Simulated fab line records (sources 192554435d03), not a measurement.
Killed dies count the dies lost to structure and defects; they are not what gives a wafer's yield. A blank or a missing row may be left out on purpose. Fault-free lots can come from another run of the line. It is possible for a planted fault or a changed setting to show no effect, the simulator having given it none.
Chamber matching || flow n5 finfet || N5_GATE_CUT_STRIP_59 on rie diel-04: 4 sister chambers
The step strips in N2/H2, time 20 s. 8 wafers are shown with their chamber, then 10 later ones without.

## EACH WAFER AND ITS CHAMBER
{"wafer": "L081.6", "chamber": 1, "drypump motor current A (A)": 6.3, "throttle valve pct (%)": 12.76}
{"wafer": "L087.1", "chamber": 1, "drypump motor current A (A)": 6.3, "throttle valve pct (%)": 12.79}
{"wafer": "L087.2", "chamber": 2, "drypump motor current A (A)": 5.9, "throttle valve pct (%)": 11.95}
{"wafer": "L087.3", "chamber": 3, "drypump motor current A (A)": 5.2, "throttle valve pct (%)": 12.08}
{"wafer": "L088.4", "chamber": 2, "drypump motor current A (A)": 5.9, "throttle valve pct (%)": 11.97}
{"wafer": "L088.5", "chamber": 3, "drypump motor current A (A)": 5.3, "throttle valve pct (%)": 12.08}
{"wafer": "L089.3", "chamber": 0, "drypump motor current A (A)": 5.7, "throttle valve pct (%)": 12.11}
{"wafer": "L089.5", "chamber": 0, "drypump motor current A (A)": 5.7, "throttle valve pct (%)": 12.13}

## WAFERS WITH NO CHAMBER GIVEN
{"wafer": "L089.6", "drypump motor current A (A)": 6.4, "throttle valve pct (%)": 12.80}
{"wafer": "L090.1", "drypump motor current A (A)": 5.3, "throttle valve pct (%)": 12.10}
{"wafer": "L090.4", "drypump motor current A (A)": 6.3, "throttle valve pct (%)": 12.78}
{"wafer": "L090.5", "drypump motor current A (A)": 6.3, "throttle valve pct (%)": 12.79}
{"wafer": "L094.1", "drypump motor current A (A)": 5.9, "throttle valve pct (%)": 11.98}
{"wafer": "L094.4", "drypump motor current A (A)": 5.9, "throttle valve pct (%)": 11.98}
{"wafer": "L094.6", "drypump motor current A (A)": 5.2, "throttle valve pct (%)": 12.11}
{"wafer": "L096.3", "drypump motor current A (A)": 5.2, "throttle valve pct (%)": 12.11}
{"wafer": "L096.4", "drypump motor current A (A)": 6.4, "throttle valve pct (%)": 12.13}
{"wafer": "L096.5", "drypump motor current A (A)": 5.9, "throttle valve pct (%)": 12.00}

## WHICH CHAMBER EACH ONE RAN IN
{"wafer": "L089.6", "from the rows above": 1, "in truth": 1}
{"wafer": "L090.1", "from the rows above": 3, "in truth": 3}
{"wafer": "L090.4", "from the rows above": 1, "in truth": 1}
{"wafer": "L090.5", "from the rows above": 1, "in truth": 1}
{"wafer": "L094.1", "from the rows above": 2, "in truth": 2}
{"wafer": "L094.4", "from the rows above": 2, "in truth": 2}
{"wafer": "L094.6", "from the rows above": 3, "in truth": 3}
{"wafer": "L096.3", "from the rows above": 3, "in truth": 3}
{"wafer": "L096.4", "from the rows above": "can't be placed: 2 or 0", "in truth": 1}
{"wafer": "L096.5", "from the rows above": 2, "in truth": 2}
Correctly placed: 9 of 10. These rows do not allow placing 1 (true chamber among the candidates in 0). Placed wrongly: 0.
How it was worked out, from the rows above alone: a wafer's distance from a chamber is the root of the sum, over the readings, of the square of ((its reading less the chamber's mean) divided by the reading's scatter). The wafer belongs to the nearest chamber; if the next one is less than 2 further off, it can't be placed. A chamber's mean is the mean of its shown wafers. The scatter: take each reading less its chamber's mean, square it, sum over the shown wafers, divide by the number of wafers less the number of chambers, and take the root.
